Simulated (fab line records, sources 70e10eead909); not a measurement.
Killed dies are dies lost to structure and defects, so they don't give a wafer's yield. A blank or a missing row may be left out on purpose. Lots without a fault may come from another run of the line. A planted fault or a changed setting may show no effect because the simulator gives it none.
fab line records | flow nand_harc
record lots=6 wafers=18 last_day=32
route steps=1302 shown A_ONON_D1@428 END@1302
lots that met no fault: from a run of the same line without faults
start_h: hours from the record's first day to the start of the lot's first wafer shown | wait_h: hours since the lot's step before | " the same as in the row above | L1.1+2: a row that stands for several wafers | - no value, or no start given | * or withheld: withheld | < > ~ a bound
route shown NAME@n: a module of which the file shows steps, and the number in the route of the first | usual: mean/standard deviation of fault-free wafers | same: alike in all rows | chamber/n: place in a boat | sites: the reading at each site | _std_site: their standard deviation | _edge_site: outer sites' mean less inner sites' | radius_mm: how far each site lies from the wafer's centre | mask NAME#n: copy n | behind: the tool/chamber that last shaped the wafer | hold: why the lot was held/for how many hours/how that ended | device: the transistor (n, p or np) that didn't switch | end of line: the same wafers' tests at the end of the route | a step without rows: its recipe alone | killed: dies lost to structure and defects at the first sort, not the wafer's yield | map: a wafer's dies, x killed, . not, _ none there
set.NAME: the setting as run; set.NAME@STEP: as run at that earlier step | model.NAME: the simulator's own value behind a step, which no gauge read
lots at some steps of the route; a table a step, a row a wafer
services: from which hour (start_h, from the record's first day; less than 0 if before it) a tool's chamber was out of use, for how many hours, and why
## steps
# step NHARC_A_ONON_D1_DEP_06
# recipe target_thk_a=10000 n2_flow_sccm=2750 n2o_flow_sccm=2000 nh3_flow_sccm=500 sih4_flow_sccm=210 temp_c=400
# step NHARC_A_ONON_D1_THK_MEAS_08
# recipe thk_meas_gauge=ellipsometry
# usual thk_nm=1001/11
# columns lot.wafer tool chamber start_h wait_h thk_nm
L900.1 film_metro-02 - 175.75 - 989
L900.3 " - " " 991
L900.4 " - " " 989
L908.4 film_metro-02 - 257.96 - 1010
L908.5 " - " " 1013
L908.6 " - " " 1010
L910.2 film_metro-02 - 275.44 - 1015
L910.5 " - " " 1015
L910.6 " - " " 1017
L913.2 film_metro-02 - 317.43 - 968
L913.3 " - " " 969
L913.4 " - " " 967
L914.1 film_metro-01 - 317.48 - 998
L914.3 " - " " 996
L914.5 " - " " 998
L919.3 film_metro-01 - 359.54 - 1006
L919.4 " - " " 1006
L919.6 " - " " 1008
# step NHARC_A_ONON_D1_DEP_09
# recipe target_thk_a=10000 n2_flow_sccm=2750 n2o_flow_sccm=2000 nh3_flow_sccm=500 sih4_flow_sccm=210 temp_c=400
# step NHARC_A_ONON_D1_THK_MEAS_11
# recipe thk_meas_gauge=ellipsometry
# usual thk_nm=1002/8.9
# columns lot.wafer tool chamber start_h wait_h thk_nm
L900.1 film_metro-01 - 176.32 - 1010
L900.3 " - " " 1009
L900.4 " - " " 1009
L908.4 film_metro-02 - 258.52 - 999
L908.5 " - " " 1000
L908.6 " - " " 1000
L910.2 film_metro-02 - 276.01 - 995
L910.5 " - " " 997
L910.6 " - " " 996
L913.2 film_metro-01 - 318.00 - 1009
L913.3 " - " " 1006
L913.4 " - " " 1007
L914.1 film_metro-02 - 318.05 - 999
L914.3 " - " " 1000
L914.5 " - " " 1001
L919.3 film_metro-01 - 360.11 - 1010
L919.4 " - " " 1009
L919.6 " - " " 1010
# step NHARC_A_ONON_D1_DEP_12
# recipe target_thk_a=10000 n2_flow_sccm=2750 n2o_flow_sccm=2000 nh3_flow_sccm=500 sih4_flow_sccm=210 temp_c=400
# step NHARC_A_ONON_D1_THK_MEAS_14
# recipe thk_meas_gauge=ellipsometry
# usual thk_nm=999/11
# columns lot.wafer tool chamber start_h wait_h thk_nm
L900.1 film_metro-01 - 176.88 - 993
L900.3 " - " " 992
L900.4 " - " " 992
L908.4 film_metro-01 - 259.09 - 992
L908.5 " - " " 992
L908.6 " - " " 992
L910.2 film_metro-02 - 276.57 - 1014
L910.5 " - " " 1014
L910.6 " - " " 1014
L913.2 film_metro-01 - 318.55 - 984
L913.3 " - " " 983
L913.4 " - " " 982
L914.1 film_metro-02 - 318.62 - 1007
L914.3 " - " " 1007
L914.5 " - " " 1006
L919.3 film_metro-02 - 360.68 - 1008
L919.4 " - " " 1010
L919.6 " - " " 1008
# step NHARC_A_ONON_D1_ANNEAL_15
# recipe temp_c=750 time_s=3600
# step NHARC_A_ONON_D1_DEP_16
# recipe target_thk_a=10000 n2_flow_sccm=2750 n2o_flow_sccm=2000 nh3_flow_sccm=500 sih4_flow_sccm=210 temp_c=400
# step NHARC_A_ONON_D1_THK_MEAS_18
# recipe thk_meas_gauge=ellipsometry
# usual thk_nm=998/8.3
# columns lot.wafer tool chamber start_h wait_h thk_nm
L900.1 film_metro-01 - 184.66 - 1010
L900.3 " - " " 1011
L900.4 " - " " 1011
L908.4 film_metro-01 - 267.28 - 1003
L908.5 " - " " 1003
L908.6 " - " " 1003
L910.2 film_metro-01 - 284.36 - 997
L910.5 " - " " 995
L910.6 " - " " 996
L914.1 film_metro-02 - 327.47 - 1001
L914.3 " - " " 1001
L914.5 " - " " 1002
L913.2 film_metro-01 - 327.48 - 1006
L913.3 " - " " 1004
L913.4 " - " " 1005
L919.3 film_metro-01 - 369.60 - 990
L919.4 " - " " 989
L919.6 " - " " 993
# step NHARC_A_ONON_D1_DEP_19
# recipe target_thk_a=10000 n2_flow_sccm=2750 n2o_flow_sccm=2000 nh3_flow_sccm=500 sih4_flow_sccm=210 temp_c=400
# step NHARC_A_ONON_D1_THK_MEAS_21
# recipe thk_meas_gauge=ellipsometry
# usual thk_nm=998/7.5
# columns lot.wafer tool chamber start_h wait_h thk_nm
L900.1 film_metro-02 - 185.22 - 991
L900.3 " - " " 989
L900.4 " - " " 991
L908.4 film_metro-02 - 267.85 - 992
L908.5 " - " " 992
L908.6 " - " " 988
L910.2 film_metro-01 - 284.92 - 997
L910.5 " - " " 998
L910.6 " - " " 997
L914.1 film_metro-01 - 328.04 - 987
L914.3 " - " " 988
L914.5 " - " " 987
L913.2 film_metro-02 - 328.05 - 1008
L913.3 " - " " 1008
L913.4 " - " " 1009
L919.3 film_metro-02 - 370.16 - 993
L919.4 " - " " 992
L919.6 " - " " 993
# step NHARC_A_ONON_D1_DEP_22
# recipe target_thk_a=10000 n2_flow_sccm=2750 n2o_flow_sccm=2000 nh3_flow_sccm=500 sih4_flow_sccm=210 temp_c=400
# columns lot.wafer tool chamber start_h wait_h
L900.1+3+4 pecvd_onon-04 0 185.28 0.1
L908.4+5+6 pecvd_onon-02 0 268.08 0.2
L910.2+5+6 pecvd_onon-02 0 285.04 0.1
L914.1+3+5 pecvd_onon-01 0 328.09 0.1
L913.2+3+4 pecvd_onon-02 0 328.16 0.1
L919.3+4+6 pecvd_onon-01 0 370.33 0.2
# step NHARC_A_ONON_D1_THK_MEAS_24
# recipe thk_meas_gauge=ellipsometry
# usual thk_nm=1002/11
# columns lot.wafer tool chamber start_h wait_h thk_nm
L900.1 film_metro-01 - 185.79 - 990
L900.3 " - " " 989
L900.4 " - " " 993
L908.4 film_metro-02 - 268.42 - 996
L908.5 " - " " 995
L908.6 " - " " 994
L910.2 film_metro-02 - 285.49 - 1478
L910.5 " - " " 1479
L910.6 " - " " 1480
L914.1 film_metro-01 - 328.60 - 1003
L914.3 " - " " 1003
L914.5 " - " " 1003
L913.2 film_metro-02 - 328.62 - 1464
L913.3 " - " " 1465
L913.4 " - " " 1465
L919.3 film_metro-02 - 370.73 - 1010
L919.4 " - " " 1007
L919.6 " - " " 1009
# step NHARC_A_ONON_D1_DEP_25
# recipe target_thk_a=10000 n2_flow_sccm=2750 n2o_flow_sccm=2000 nh3_flow_sccm=500 sih4_flow_sccm=210 temp_c=400
# step NHARC_END_SORT_01
# recipe temp_c=25
# usual killed_at_array=57/18 killed_at_other=0.8/1 killed_at_periphery=3.9/2.8 killed_dies=62/18 killed_open=3.4/1.8 killed_short=2.2/1.6
# same gross_dies=677
# columns lot.wafer tool chamber start_h wait_h killed_at_array killed_at_other killed_at_periphery killed_dies killed_open killed_short
L910.2 prober-01 0 677.73 2.8 674 2 1 677 2 2
L910.5 prober-01 0 680.12 3.7 674 1 2 677 3 3
L910.6 prober-01 0 680.91 4.0 673 1 3 677 6 3
L913.2 prober-01 0 705.66 2.8 676 0 1 677 1 2
L913.3 prober-01 0 706.45 3.1 672 0 5 677 4 0
L913.4 prober-01 0 707.24 3.4 674 0 3 677 6 4
# killed by level:class
L910.2 A_ONON_D1:area_dep=664 A_CHANNEL_HOLE_D1:chamber_film_flake=5 A_ZERO_WELL:chamber_film_flake=2 P_M0:geometric_particle:open=1 A_CHANNEL_FILL_D2:geometric_particle:short=1 A_SGD_CUT:geometric_particle:open=1 STARTING-WAFER:geometric_particle:short=1 A_SLIT:chamber_film_flake=1
L910.5 A_ONON_D1:area_dep=645 A_CHANNEL_HOLE_D1:chamber_film_flake=11 A_CONTACT:chamber_film_flake=4 A_SLIT:chamber_film_flake=3 A_SOURCE_PLATE:geometric_particle:short=2 A_WL_FILL:geometric_particle:open=2 A_STAIRCASE:chamber_film_flake=2 A_CHANNEL_FILL_D2:geometric_particle:open=1
L910.6 A_ONON_D1:area_dep=644 A_CHANNEL_HOLE_D1:chamber_film_flake=8 A_SGD_CUT:geometric_particle:open=4 A_SLIT:chamber_film_flake=2 A_WL_FILL:chamber_film_flake=2 A_CONTACT:chamber_film_flake=2 A_BLC:chamber_film_flake=2 P_M0:geometric_particle:open=1
L913.2 A_ONON_D1:area_dep=625 A_CHANNEL_HOLE_D1:chamber_film_flake=31 A_CHANNEL_HOLE_D2:chamber_film_flake=11 A_SLIT:chamber_film_flake=4 P_STI:geometric_particle:open=1 A_DECK1_JOINT:geometric_particle:short=1 A_CHANNEL_FILL_D2:geometric_particle:short=1 A_CHANNEL_FILL_D1:chamber_film_flake=1
L913.3 A_ONON_D1:area_dep=600 A_CHANNEL_HOLE_D1:chamber_film_flake=39 A_CHANNEL_HOLE_D2:chamber_film_flake=18 A_SLIT:chamber_film_flake=4 A_CONTACT:chamber_film_flake=4 A_STAIRCASE:chamber_film_flake=3 P_ZERO_WELL:chamber_film_flake=2 P_CONTACT:geometric_particle:open=1
L913.4 A_ONON_D1:area_dep=602 A_CHANNEL_HOLE_D1:chamber_film_flake=34 A_CHANNEL_HOLE_D2:chamber_film_flake=18 A_SLIT:chamber_film_flake=6 A_WL_FILL:geometric_particle:open=3 A_CONTACT:chamber_film_flake=3 P_GATE:geometric_particle:open=1 P_GATE:geometric_particle:short=1
# map L910.2 (x killed, . not)
____________x____________
_________xxxxxxx_________
_______xxxxxxxxxxx_______
______xxxxxxxxxxxxx______
_____xxxxxxxxxxxxxxx_____
____xxxxxxxxxxxxxxxxx____
____xxxxxxxxxxxxxxxxx____
___xxxxxxxxxxxxxxxxxxx___
___xxxxxxxxxxxxxxxxxxx___
__xxxxxxxxxxxxxxxxxxxxx__
__xxxxxxxxxxxxxxxxxxxxx__
_xxxxxxxxxxxxxxxxxxxxxxx_
_xxxxxxxxxxxxxxxxxxxxxxx_
_xxxxxxxxxxxxxxxxxxxxxxx_
_xxxxxxxxxxxxxxxxxxxxxxx_
_xxxxxxxxxxxxxxxxxxxxxxx_
xxxxxxxxxxxxxxxxxxxxxxxxx
xxxxxxxxxxxxxxxxxxxxxxxxx
xxxxxxxxxxxxxxxxxxxxxxxxx
xxxxxxxxxxxxxxxxxxxxxxxxx
xxxxxxxxxxxxxxxxxxxxxxxxx
_xxxxxxxxxxxxxxxxxxxxxxx_
_xxxxxxxxxxxxxxxxxxxxxxx_
_xxxxxxxxxxxxxxxxxxxxxxx_
_xxxxxxxxxxxxxxxxxxxxxxx_
_xxxxxxxxxxxxxxxxxxxxxxx_
__xxxxxxxxxxxxxxxxxxxxx__
__xxxxxxxxxxxxxxxxxxxxx__
___xxxxxxxxxxxxxxxxxxx___
___xxxxxxxxxxxxxxxxxxx___
____xxxxxxxxxxxxxxxxx____
____xxxxxxxxxxxxxxxxx____
_____xxxxxxxxxxxxxxx_____
______xxxxxxxxxxxxx______
_______xxxxxxxxxxx_______
_________xxxxxxx_________
____________x____________
# map L913.2 (x killed, . not)
____________x____________
_________xxxxxxx_________
_______xxxxxxxxxxx_______
______xxxxxxxxxxxxx______
_____xxxxxxxxxxxxxxx_____
____xxxxxxxxxxxxxxxxx____
____xxxxxxxxxxxxxxxxx____
___xxxxxxxxxxxxxxxxxxx___
___xxxxxxxxxxxxxxxxxxx___
__xxxxxxxxxxxxxxxxxxxxx__
__xxxxxxxxxxxxxxxxxxxxx__
_xxxxxxxxxxxxxxxxxxxxxxx_
_xxxxxxxxxxxxxxxxxxxxxxx_
_xxxxxxxxxxxxxxxxxxxxxxx_
_xxxxxxxxxxxxxxxxxxxxxxx_
_xxxxxxxxxxxxxxxxxxxxxxx_
xxxxxxxxxxxxxxxxxxxxxxxxx
xxxxxxxxxxxxxxxxxxxxxxxxx
xxxxxxxxxxxxxxxxxxxxxxxxx
xxxxxxxxxxxxxxxxxxxxxxxxx
xxxxxxxxxxxxxxxxxxxxxxxxx
_xxxxxxxxxxxxxxxxxxxxxxx_
_xxxxxxxxxxxxxxxxxxxxxxx_
_xxxxxxxxxxxxxxxxxxxxxxx_
_xxxxxxxxxxxxxxxxxxxxxxx_
_xxxxxxxxxxxxxxxxxxxxxxx_
__xxxxxxxxxxxxxxxxxxxxx__
__xxxxxxxxxxxxxxxxxxxxx__
___xxxxxxxxxxxxxxxxxxx___
___xxxxxxxxxxxxxxxxxxx___
____xxxxxxxxxxxxxxxxx____
____xxxxxxxxxxxxxxxxx____
_____xxxxxxxxxxxxxxx_____
______xxxxxxxxxxxxx______
_______xxxxxxxxxxx_______
_________xxxxxxx_________
____________x____________
## services
# columns tool chamber start_h hours kind
pecvd_onon-02 - 185.00 13.0 pm
pecvd_onon-01 - 201.38 5.0 repair
pecvd_onon-02 - 207.18 1.4 repair
pecvd_onon-01 - 269.00 13.0 pm
pecvd_onon-04 - 311.23 13.0 pm
pecvd_onon-02 - 366.00 13.0 pm
## key
first_sign step=NHARC_A_ONON_D1_THK_MEAS_24 reading=thk_nm direction=up sigmas=43 usual=1002 struck=1472
effect step=NHARC_END_SORT_01 reading=killed_dies direction=up sigmas=34 usual=62 struck=677
more_kills_born_at NHARC_A_ONON_D1_DEP_22@pecvd_onon-02=3780
met_at NHARC_A_ONON_D1_DEP_22
struck_wafers L910.2,L910.5,L910.6,L913.2,L913.3,L913.4
later_rows_left_out L910.2,L910.5,L910.6,L913.2,L913.3,L913.4
tester_left_out L910,L913
onset_between 268.08 285.04
fault kind=process_parameter_drift tool=pecvd_onon-02 chamber=- onset_h=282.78 steps=NHARC_A_ONON_D1_DEP_22 channel=target_thk_a offset=* shape=step end_h=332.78 acts_in=* stated=*
# tester_left_out: of these lots the tester's yield and bins aren't shown, on N5 and GAA mostly nor the transistor test; their killed dies are dies lost to structure and defects alone, not to doping, threshold or leakage, so they don't give the yield
# later_rows_left_out: the simulator's readings of these wafers behind a module that went badly wrong aren't trusted and aren't shown, but for the sort
